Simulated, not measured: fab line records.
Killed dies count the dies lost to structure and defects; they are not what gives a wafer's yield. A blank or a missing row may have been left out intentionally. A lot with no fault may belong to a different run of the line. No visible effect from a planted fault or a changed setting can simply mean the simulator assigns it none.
Split-lot experiment + flow n5_finfet + 21 wafers read from 7 lots, route of 1938 steps

SPLIT DETAILS
At N5_BEOL_M9_COAT_60 (time 60 s, resist thk 30 nm), the setting spin_rpm was moved away from the recipe's 1500 rpm on 6 of the 21 wafers read, by -7.2% to +5.7%. For the rest of the wafers, this setting stayed at what the recipe calls for.

The split's own step is where the reading is taken.

THE READING
SiARC_of_BEOL_M9_COAT_60.thk_nm (the simulator's own value, which no gauge read), in nm, at N5_BEOL_M9_COAT_60 (time 60 s, resist thk 30 nm). There is no usual value for it anywhere in the file. Here, 15 wafers ran the recipe; their average is 30.1 nm with a standard deviation of 0.14 nm.

| wafer  | tool, chamber at the split | spin_rpm as run, rpm | against the recipe | SiARC_of_BEOL_M9_COAT_60.thk_nm, nm | against lot-mates on the recipe |
|--------|----------------------------|----------------------|--------------------|-------------------------------------|---------------------------------|
| L075.3 | litho_track-01, 0          | 1392                 | -7.2%              | 31.4                                | +1.2                            |
| L075.4 | litho_track-01, 0          | 1392                 | -7.2%              | 31.4                                | +1.2                            |
| L075.6 | litho_track-01, 0          | 1500                 | recipe             | 30.2                                | -                               |
| L078.3 | litho_track-01, 0          | 1500                 | recipe             | 30                                  | -                               |
| L078.4 | litho_track-01, 0          | 1500                 | recipe             | 30                                  | -                               |
| L078.6 | litho_track-01, 0          | 1567                 | +4.5%              | 29.4                                | -0.6                            |
| L079.3 | litho_track-01, 0          | 1500                 | recipe             | 30                                  | -                               |
| L079.6 | litho_track-01, 0          | 1500                 | recipe             | 30                                  | -                               |
| L079.4 | litho_track-01, 0          | 1500                 | recipe             | 30.2                                | -                               |
| L080.1 | litho_track-02, 0          | 1500                 | recipe             | 30.2                                | -                               |
| L080.2 | litho_track-02, 0          | 1500                 | recipe             | 30.2                                | -                               |
| L080.4 | litho_track-02, 0          | 1573                 | +4.9%              | 29.4                                | -0.8                            |
| L086.2 | litho_track-05, 0          | 1500                 | recipe             | 29.8                                | -                               |
| L086.3 | litho_track-05, 0          | 1500                 | recipe             | 29.8                                | -                               |
| L086.5 | litho_track-05, 0          | 1500                 | recipe             | 30                                  | -                               |
| L090.1 | litho_track-01, 0          | 1500                 | recipe             | 30.2                                | -                               |
| L090.4 | litho_track-01, 0          | 1500                 | recipe             | 30.2                                | -                               |
| L090.6 | litho_track-01, 0          | 1500                 | recipe             | 30.2                                | -                               |
| L093.1 | litho_track-05, 0          | 1500                 | recipe             | 30                                  | -                               |
| L093.2 | litho_track-05, 0          | 1585                 | +5.7%              | 29.2                                | -0.8                            |
| L093.6 | litho_track-05, 0          | 1585                 | +5.7%              | 29.2                                | -0.8                            |

THE FIT
A straight line over all 21 wafers: SiARC_of_BEOL_M9_COAT_60.thk_nm changes by -0.168 nm for each +1% of spin_rpm; r = -0.97; the points scatter about the line by 0.14 nm.
The same after taking each lot's own level away (the mean of its wafers on the recipe; 21 wafers): -0.156 nm for each +1%; r = -0.99; scatter 0.066 nm.
The reading moves by 1.1 nm for the largest change in spin_rpm, on that fit.
Measured against the standard deviation above, the lots' own levels, which go from 29.87 to 30.20 nm, span 2.4 times it.
The two slopes agree, so the slope changes little with the lot-to-lot level.
Check: +1.12 nm against its lot-mates is what the line predicts for one of the wafers moved furthest among these (-7.2%) when that wafer is left out of the fit. Against them it came out at +1.2 nm.

THE OTHER SPLITS THESE WAFERS WENT THROUGH
Other splits were also applied to these wafers ahead of the reading. Each is held against what the fit with the lots' levels taken away leaves over:
| other split on the same wafers             | wafers away from the commonest value | r with SiARC_of_BEOL_M9_COAT_60.thk_nm (lot level and that fit taken away) |
|--------------------------------------------|--------------------------------------|----------------------------------------------------------------------------|
| N5_BEOL_M6_ALD_77 co_reactant_pulse_time_s | 7                                    | -0.17                                                                      |
| N5_BEOL_M7_COAT_05 spin_rpm                | 8                                    | -0.06                                                                      |
| N5_BEOL_M7_ETCH_61 source_w                | 6                                    | -0.15                                                                      |
| N5_BEOL_M8_DESCUM_33 time_s                | 8                                    | +0.06                                                                      |
| N5_BEOL_M8_TRENCH_ETCH_37 bias_w           | 6                                    | +0.08                                                                      |

FILE'S OWN FIT
SiARC_of_BEOL_M9_COAT_60.thk_nm changes by -0.155 nm for each +1% of spin_rpm, r = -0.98.
